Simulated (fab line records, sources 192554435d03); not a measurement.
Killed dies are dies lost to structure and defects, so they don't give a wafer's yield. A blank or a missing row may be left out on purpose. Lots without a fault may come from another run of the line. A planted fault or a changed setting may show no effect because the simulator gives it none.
Which tool did it? | flow n5_finfet | 11 lots, 33 wafers sampled, at 4 steps of a route of 1938

WHAT THE GAUGES READ, wafer by wafer
N5_PASSIVATION_OVL_MEAS_60. Usual: TV_OVL -1 nm, standard deviation 5.
lot  | measured     | on         | TV_OVL (nm) | flag
L641 | day 11 01:40 | overlay-01 | 1 -6 -3     |
L642 | day 11 10:39 | overlay-02 | -3 -9 -8    |
L644 | day 11 12:57 | overlay-01 | 5 -4 -5     |
L645 | day 11 19:05 | overlay-01 | -2 3 -3     |
L646 | day 12 01:47 | overlay-02 | -8 2 4      |
L647 | day 12 08:35 | overlay-01 | -2 6 1      |
L650 | day 13 00:30 | overlay-02 | 2 -3 -2     |
L651 | day 13 00:46 | overlay-01 | -5 -3 -3    |
L659 | day 18 05:55 | overlay-01 | 4 6 -3      |
L661 | day 17 05:08 | overlay-01 | 4 4 6       |
L664 | day 19 07:41 | overlay-02 | 1 -2 -6     |

N5_PASSIVATION_OVL_MEAS_66. Usual: PASS_OPEN_OVL -1 nm, standard deviation 6.1.
lot  | measured     | on         | PASS_OPEN_OVL (nm) | flag
L641 | day 11 05:56 | overlay-02 | 7 7 -1             |
L642 | day 11 15:28 | overlay-01 | -5 -6 -3           |
L644 | day 11 17:40 | overlay-01 | 4 -4 -5            |
L645 | day 11 22:50 | overlay-02 | -8 -6 -7           |
L646 | day 12 05:28 | overlay-02 | -9 -4 4            |
L647 | day 12 12:28 | overlay-02 | -6 -8 -7           |
L650 | day 13 04:04 | overlay-01 | 1 -4 -13           |
L651 | day 13 04:23 | overlay-01 | -3 -10 -4          |
L659 | day 18 09:29 | overlay-01 | 2 3 8              |
L661 | day 17 08:58 | overlay-02 | 15 0 7             |
L664 | day 19 11:23 | overlay-01 | 0 -1 7             |

WHICH TOOL RAN EACH LOT (tool, then ch and the chambers of the sampled wafers, then the start)
lot  | N5_GATE_CUT_STRIP_42              | N5_PASSIVATION_DESCUM_12
L641 | rie_diel-05 ch 1,2,3, day 4 16:27 | rie_diel-05 ch 0,1, day 11 01:44
L642 | rie_diel-05 ch 0,2, day 4 22:28   | rie_diel-05 ch 2,3, day 11 10:47
L644 | rie_diel-06 ch 2,3, day 5 08:55   | rie_diel-06 ch 1,2,3, day 11 13:01
L645 | rie_diel-05 ch 0,2, day 5 13:11   | rie_diel-05 ch 0,1,2, day 11 19:25
L646 | rie_diel-06 ch 0,2,3, day 5 19:16 | rie_diel-06 ch 0,2, day 12 01:50
L647 | rie_diel-05 ch 0,2, day 6 00:33   | rie_diel-05 ch 1,2,3, day 12 08:42
L650 | rie_diel-05 ch 0,2,3, day 6 16:47 | rie_diel-01 ch 0,2,3, day 13 00:34
L651 | rie_diel-06 ch 0,3, day 6 23:17   | rie_diel-06 ch 1,2,3, day 13 00:50
L659 | rie_diel-01 ch 0,2, day 9 04:42   | rie_diel-01 ch 0,1,3, day 18 06:07
L661 | rie_diel-01 ch 0,1, day 9 17:21   | rie_diel-06 ch 1,2, day 17 05:11
L664 | rie_diel-05 ch 0,3, day 10 17:17  | rie_diel-06 ch 0,2, day 19 07:50
- N5_GATE_CUT_STRIP_42: strips in O2.
- N5_PASSIVATION_DESCUM_12: chemistry O2, time 7.9 s.

WHAT THE TOOLS THEMSELVES READ (means of the sampled wafers that have a number; where no wafer has one, the mark that the record gives instead)
N5_GATE_CUT_STRIP_42. Usual: drypump_motor_current_A 5.9 A, standard deviation 0.74; o2_flow_sccm 225.0 sccm, standard deviation 0.65; oes_product_au 0.76 a.u., standard deviation 0.084; rf_vpp_V 3.6 V, standard deviation 0.46; showerhead_plenum_p_Torr 2.09 Torr, standard deviation 0.093; throttle_valve_pct 16.74 %, standard deviation 0.19.
lot  | tool        | drypump_motor_current_A (A) | o2_flow_sccm (sccm) | oes_product_au (a.u.) | rf_vpp_V (V) | showerhead_plenum_p_Torr (Torr) | throttle_valve_pct (%) | flag
L641 | rie_diel-05 | 5.6                         | 225.2               | 0.71                  | 4.1          | 2.05                            | 16.78                  |
L642 | rie_diel-05 | 5.8                         | 224.9               | 0.71                  | 3.4          | 2.10                            | 16.76                  |
L644 | rie_diel-06 | 5.8                         | 224.4               | 0.73                  | 3.9          | 2.07                            | 16.65                  |
L645 | rie_diel-05 | 5.8                         | 225.1               | 0.71                  | 3.3          | 2.10                            | 16.77                  |
L646 | rie_diel-06 | 6.1                         | 225.1               | 0.76                  | 4.3          | 2.12                            | 16.56                  |
L647 | rie_diel-05 | 6.2                         | 225.4               | 0.71                  | 3.6          | 2.05                            | 16.88                  |
L650 | rie_diel-05 | 5.6                         | 224.4               | 0.79                  | 4.0          | 2.13                            | 16.77                  |
L651 | rie_diel-06 | 5.7                         | 225.1               | 0.77                  | 3.6          | 2.12                            | 16.57                  |
L659 | rie_diel-01 | 5.4                         | 225.0               | 0.76                  | 3.1          | 2.13                            | 16.95                  |
L661 | rie_diel-01 | 5.1                         | 225.4               | 0.74                  | 3.9          | 2.17                            | 16.86                  |
L664 | rie_diel-05 | 6.1                         | 224.2               | 0.75                  | 3.4          | 2.06                            | 16.93                  |

N5_PASSIVATION_DESCUM_12. Usual: drypump_motor_current_A 5.7 A, standard deviation 0.65; o2_flow_sccm 225.0 sccm, standard deviation 0.7; oes_product_au 0.76 a.u., standard deviation 0.079; rf_vpp_V 243.2 V, standard deviation 1.3; showerhead_plenum_p_Torr 2.09 Torr, standard deviation 0.069; throttle_valve_pct 20.41 %, standard deviation 0.25.
lot  | tool        | drypump_motor_current_A (A) | o2_flow_sccm (sccm) | oes_product_au (a.u.) | rf_vpp_V (V) | showerhead_plenum_p_Torr (Torr) | throttle_valve_pct (%) | flag
L641 | rie_diel-05 | 6.7                         | 225.1               | 0.70                  | 240.9        | 1.98                            | 20.59                  |
L642 | rie_diel-05 | 5.1                         | 224.7               | 0.80                  | 244.4        | 2.19                            | 20.46                  |
L644 | rie_diel-06 | 5.8                         | 224.5               | 0.77                  | 241.8        | 2.06                            | 20.33                  |
L645 | rie_diel-05 | 6.2                         | 224.8               | 0.69                  | 243.3        | 2.03                            | 20.58                  |
L646 | rie_diel-06 | 6.5                         | 225.3               | 0.84                  | 242.5        | 2.09                            | 20.07                  |
L647 | rie_diel-05 | 5.6                         | 224.6               | 0.76                  | 244.5        | 2.11                            | 20.48                  |
L650 | rie_diel-01 | 5.1                         | 224.7               | 0.82                  | 242.5        | 2.11                            | 20.68                  |
L651 | rie_diel-06 | 5.8                         | 224.8               | 0.76                  | 242.9        | 2.06                            | 20.33                  |
L659 | rie_diel-01 | 5.0                         | 225.1               | 0.83                  | 243.3        | 2.11                            | 20.51                  |
L661 | rie_diel-06 | 6.1                         | 225.1               | 0.77                  | 242.8        | 2.04                            | 20.26                  |
L664 | rie_diel-06 | 6.4                         | 225.4               | 0.77                  | 244.1        | 2.12                            | 20.17                  |

THE ANSWER, worked out from the rows above alone
Rule: a lot is off if the mean of its wafers that have a number lies more than 3 standard deviations from the usual mean. A lot without any number at a reading at which 4 lots or more have one is off too. The other lots that the step has rows for count as sound. The gauges are gone through in route order, then the tools' own readings, and for those a lot's mean is taken as printed above. The first step at which some lot is off is used, and at that step the reading that is off furthest; a lot without a number counts as furthest.
No lot is off at any reading shown: from this, nothing can be told.

WHAT THE SIMULATOR HAD PUT IN
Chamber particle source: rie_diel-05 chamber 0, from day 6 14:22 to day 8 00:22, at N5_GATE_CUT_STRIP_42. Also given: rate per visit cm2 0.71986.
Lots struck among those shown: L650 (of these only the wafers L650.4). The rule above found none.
